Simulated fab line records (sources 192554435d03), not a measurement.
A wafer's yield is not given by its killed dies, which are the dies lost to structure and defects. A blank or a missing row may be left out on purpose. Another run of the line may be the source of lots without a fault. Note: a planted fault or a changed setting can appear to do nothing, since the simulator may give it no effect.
Split-lot study || flow n5 finfet || on a route of 1938 steps: 7 lots, 21 wafers read

## SPLIT DETAILS
At N5_BEOL_M12_SPUTTER_44 (material Ta, target thk 10 nm, time 16.13 s), the setting time s was moved away from the recipe's 16.13 s on 8 of the 21 wafers read, by -11.0% to +6.7%. All remaining wafers had this setting at the recipe value.

The reading is taken at the split's own step.

## THE READING
Ta_of_BEOL_M12_SPUTTER_44.thk nm (the simulator's own value, which no gauge read), in nm, at N5_BEOL_M12_SPUTTER_44 (material Ta, target thk 10 nm, time 16.13 s). No usual value for it is given in the file. Average 10.1 nm, standard deviation 0.12 nm, over the 13 wafers here run with the recipe.

{"wafer": "L076.2", "tool, chamber at the split": "pvd sputter-02, -", "time s as run, s": 17.21, "against the recipe": "+6.7%", "Ta_of_BEOL_M12_SPUTTER_44.thk nm, nm": 10.8, "against lot-mates on the recipe": "+0.8"}
{"wafer": "L076.4", "tool, chamber at the split": "pvd sputter-02, -", "time s as run, s": 17.21, "against the recipe": "+6.7%", "Ta_of_BEOL_M12_SPUTTER_44.thk nm, nm": 10.8, "against lot-mates on the recipe": "+0.8"}
{"wafer": "L076.6", "tool, chamber at the split": "pvd sputter-02, -", "time s as run, s": 16.13, "against the recipe": "recipe", "Ta_of_BEOL_M12_SPUTTER_44.thk nm, nm": 10, "against lot-mates on the recipe": "-"}
{"wafer": "L082.1", "tool, chamber at the split": "pvd sputter-01, -", "time s as run, s": 16.13, "against the recipe": "recipe", "Ta_of_BEOL_M12_SPUTTER_44.thk nm, nm": 10.2, "against lot-mates on the recipe": "-"}
{"wafer": "L082.2", "tool, chamber at the split": "pvd sputter-01, -", "time s as run, s": 16.13, "against the recipe": "recipe", "Ta_of_BEOL_M12_SPUTTER_44.thk nm, nm": 10.2, "against lot-mates on the recipe": "-"}
{"wafer": "L082.4", "tool, chamber at the split": "pvd sputter-01, -", "time s as run, s": 16.13, "against the recipe": "recipe", "Ta_of_BEOL_M12_SPUTTER_44.thk nm, nm": 10.2, "against lot-mates on the recipe": "-"}
{"wafer": "L085.2", "tool, chamber at the split": "pvd sputter-01, -", "time s as run, s": 14.98, "against the recipe": "-7.1%", "Ta_of_BEOL_M12_SPUTTER_44.thk nm, nm": 9.2, "against lot-mates on the recipe": -0.6}
{"wafer": "L085.5", "tool, chamber at the split": "pvd sputter-01, -", "time s as run, s": 14.98, "against the recipe": "-7.1%", "Ta_of_BEOL_M12_SPUTTER_44.thk nm, nm": 9.2, "against lot-mates on the recipe": -0.6}
{"wafer": "L085.3", "tool, chamber at the split": "pvd sputter-01, -", "time s as run, s": 16.13, "against the recipe": "recipe", "Ta_of_BEOL_M12_SPUTTER_44.thk nm, nm": 9.8, "against lot-mates on the recipe": "-"}
{"wafer": "L090.1", "tool, chamber at the split": "pvd sputter-03, -", "time s as run, s": 16.13, "against the recipe": "recipe", "Ta_of_BEOL_M12_SPUTTER_44.thk nm, nm": 10.2, "against lot-mates on the recipe": "-"}
{"wafer": "L090.2", "tool, chamber at the split": "pvd sputter-03, -", "time s as run, s": 14.36, "against the recipe": "-11.0%", "Ta_of_BEOL_M12_SPUTTER_44.thk nm, nm": 9, "against lot-mates on the recipe": -1.2}
{"wafer": "L090.6", "tool, chamber at the split": "pvd sputter-03, -", "time s as run, s": 14.36, "against the recipe": "-11.0%", "Ta_of_BEOL_M12_SPUTTER_44.thk nm, nm": 9, "against lot-mates on the recipe": -1.2}
{"wafer": "L091.1", "tool, chamber at the split": "pvd sputter-01, -", "time s as run, s": 16.13, "against the recipe": "recipe", "Ta_of_BEOL_M12_SPUTTER_44.thk nm, nm": 10.2, "against lot-mates on the recipe": "-"}
{"wafer": "L091.4", "tool, chamber at the split": "pvd sputter-01, -", "time s as run, s": 16.13, "against the recipe": "recipe", "Ta_of_BEOL_M12_SPUTTER_44.thk nm, nm": 10.2, "against lot-mates on the recipe": "-"}
{"wafer": "L091.5", "tool, chamber at the split": "pvd sputter-01, -", "time s as run, s": 16.13, "against the recipe": "recipe", "Ta_of_BEOL_M12_SPUTTER_44.thk nm, nm": 10.2, "against lot-mates on the recipe": "-"}
{"wafer": "L096.3", "tool, chamber at the split": "pvd sputter-01, -", "time s as run, s": 16.13, "against the recipe": "recipe", "Ta_of_BEOL_M12_SPUTTER_44.thk nm, nm": 10.2, "against lot-mates on the recipe": "-"}
{"wafer": "L096.5", "tool, chamber at the split": "pvd sputter-01, -", "time s as run, s": 16.13, "against the recipe": "recipe", "Ta_of_BEOL_M12_SPUTTER_44.thk nm, nm": 10, "against lot-mates on the recipe": "-"}
{"wafer": "L096.6", "tool, chamber at the split": "pvd sputter-01, -", "time s as run, s": 16.13, "against the recipe": "recipe", "Ta_of_BEOL_M12_SPUTTER_44.thk nm, nm": 10, "against lot-mates on the recipe": "-"}
{"wafer": "L095.4", "tool, chamber at the split": "pvd sputter-02, -", "time s as run, s": 15.45, "against the recipe": "-4.2%", "Ta_of_BEOL_M12_SPUTTER_44.thk nm, nm": 9.8, "against lot-mates on the recipe": -0.4}
{"wafer": "L095.5", "tool, chamber at the split": "pvd sputter-02, -", "time s as run, s": 15.45, "against the recipe": "-4.2%", "Ta_of_BEOL_M12_SPUTTER_44.thk nm, nm": 9.6, "against lot-mates on the recipe": -0.6}
{"wafer": "L095.6", "tool, chamber at the split": "pvd sputter-02, -", "time s as run, s": 16.13, "against the recipe": "recipe", "Ta_of_BEOL_M12_SPUTTER_44.thk nm, nm": 10.2, "against lot-mates on the recipe": "-"}

FIT RESULTS
A straight line over all 21 wafers: Ta_of_BEOL_M12_SPUTTER_44.thk nm changes by +0.107 nm for each +1% of time s; r = +0.97; the points scatter about the line by 0.12 nm.
The same after taking each lot's own level away (the mean of its wafers on the recipe; 21 wafers): +0.108 nm for each +1%; r = +0.99; scatter 0.077 nm.
On that fit, the largest move of time s shifts the reading by 1.2 nm.
The lots' own levels span 9.80 to 10.20 nm, that is 3.2 times the standard deviation above.
The two slopes are in agreement: the lot-to-lot level therefore moves the slope only a little.
Check: with one of the wafers moved furthest among these (-11.0%) left out of the fit, the line predicts -1.15 nm for it against its lot-mates. It came out at -1.2 nm against them.

## OTHER SPLITS APPLIED TO THESE WAFERS
Before the reading, these wafers also passed through other splits. Each is held against what the fit with the lots' levels taken away leaves over:
{"other split on the same wafers": "N5_BEOL_M12_EXPOSE_07 dose mj", "wafers away from the commonest value": 7, "r with Ta_of_BEOL_M12_SPUTTER_44.thk nm (lot level and that fit taken away)": -0.08}
{"other split on the same wafers": "N5_BEOL_M12_STRIP_63 h2 flow sccm", "wafers away from the commonest value": 8, "r with Ta_of_BEOL_M12_SPUTTER_44.thk nm (lot level and that fit taken away)": -0.08}
{"other split on the same wafers": "N5_BEOL_M12_TRENCH_ETCH_34 time s", "wafers away from the commonest value": 7, "r with Ta_of_BEOL_M12_SPUTTER_44.thk nm (lot level and that fit taken away)": "+0.09"}

## FILE'S OWN FIT
Ta_of_BEOL_M12_SPUTTER_44.thk nm changes by +0.107 nm for each +1% of time s, r = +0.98.
